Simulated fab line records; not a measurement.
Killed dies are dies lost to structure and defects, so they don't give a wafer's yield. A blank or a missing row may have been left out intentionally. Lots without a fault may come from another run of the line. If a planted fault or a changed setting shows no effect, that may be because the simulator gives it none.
Split-lot experiment	flow n5Finfet	21 wafers read from 7 lots, route of 1938 steps

## THE SPLIT ITSELF
At N5_BEOL_M0_SAQP_PECVD_96 (deposits a-Si from SiH4/He, target thk 45 nm, time 45.2 s), the setting timeS was moved away from the recipe's 45.2 s on 6 of the 21 wafers read, by -14.3% to +9.1%. For the rest of the wafers, this setting stayed at what the recipe calls for.

The reading comes from the split's own step.

## THE READING
a-Si_of_BEOL_M0_SAQP_PECVD_96.thkNm (the simulator's own value, which no gauge read), in nm, at N5_BEOL_M0_SAQP_PECVD_96 (deposits a-Si from SiH4/He, target thk 45 nm, time 45.2 s). The file gives no usual value for it. The 15 wafers here that ran the recipe average 45.0 nm, standard deviation 0.52 nm.

wafer	tool, chamber at the split	timeS as run, s	against the recipe	a-Si_of_BEOL_M0_SAQP_PECVD_96.thkNm, nm	against lot-mates on the recipe
L074.3	pecvd-01, 0	40.93	-9.4%	40.2	-4.8
L074.5	pecvd-01, 0	40.93	-9.4%	41	-4.0
L074.6	pecvd-01, 1	45.2	recipe	45	-
L075.2	pecvd-02, 0	45.2	recipe	44.4	-
L075.4	pecvd-02, 0	49.3	+9.1%	49.8	+5.1
L075.6	pecvd-02, 1	45.2	recipe	45	-
L077.2	pecvd-03, 0	45.2	recipe	45	-
L077.3	pecvd-03, 1	45.2	recipe	44.6	-
L077.4	pecvd-03, 2	41.29	-8.7%	41.2	-3.6
L079.1	pecvd-02, 1,2	45.2	recipe	44.6	-
L079.2	pecvd-02, 1,2	45.2	recipe	44.6	-
L079.6	pecvd-02, 1	42.82	-5.3%	42.8	-1.8
L085.2	pecvd-03, 1	45.2	recipe	44.2	-
L085.5	pecvd-03, 1	45.2	recipe	45	-
L085.6	pecvd-03, 2	45.2	recipe	45.4	-
L089.1	pecvd-02, 0	38.75	-14.3%	38.4	-7.5
L089.3	pecvd-02, 1	45.2	recipe	45.8	-
L089.6	pecvd-02, 0	45.2	recipe	46	-
L097.1	pecvd-02, 1	45.2	recipe	44.2	-
L097.2	pecvd-02, 0	45.2	recipe	45.4	-
L097.4	pecvd-02, 1	45.2	recipe	45.2	-
Where a row lists several chambers, the file gives one row for several wafers and doesn't say which wafer went through which chamber.

THE FIT
A straight line over all 21 wafers: a-Si_of_BEOL_M0_SAQP_PECVD_96.thkNm changes by +0.47 nm for each +1% of timeS; r = +0.98; the points scatter about the line by 0.51 nm.
The same after taking each lot's own level away (the mean of its wafers on the recipe; 21 wafers): +0.496 nm for each +1%; r = +0.98; scatter 0.45 nm.
Per that fit: largest timeS move, reading shift of 7.1 nm.
From 44.60 to 45.90 nm: that is the span of the lots' own levels, equal to 2.5 times the standard deviation above.
Consequently the slope shifts little with the lot-to-lot level, the two slopes agreeing.
Check: for one of the wafers moved furthest among these (-14.3%), held out of the fit, the line's prediction against its lot-mates is -6.67 nm. Against them it came out at -7.5 nm.

## ADDITIONAL SPLITS CARRIED BY THESE WAFERS
These wafers also went through other splits before the reading. Each is held against what the fit with the lots' levels taken away leaves over:
other split on the same wafers	wafers away from the commonest value	r with a-Si_of_BEOL_M0_SAQP_PECVD_96.thkNm (lot level and that fit taken away)
N5_SDB_ALD_29 aldCycles	8	+0.41
N5_GATE_CUT_COAT_27 spinRpm	5	-0.02
N5_GATE_CUT_EXPOSE_10 doseMj	7	-0.05
N5_MOL_CONTACT_COAG_PECVD_31 tempC	8	+0.08
N5_MOL_CONTACT_COAG_COAT_34 spinRpm	8	-0.02

## THE FILE'S OWN FIT
a-Si_of_BEOL_M0_SAQP_PECVD_96.thkNm changes by +0.493 nm for each +1% of timeS, r = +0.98.
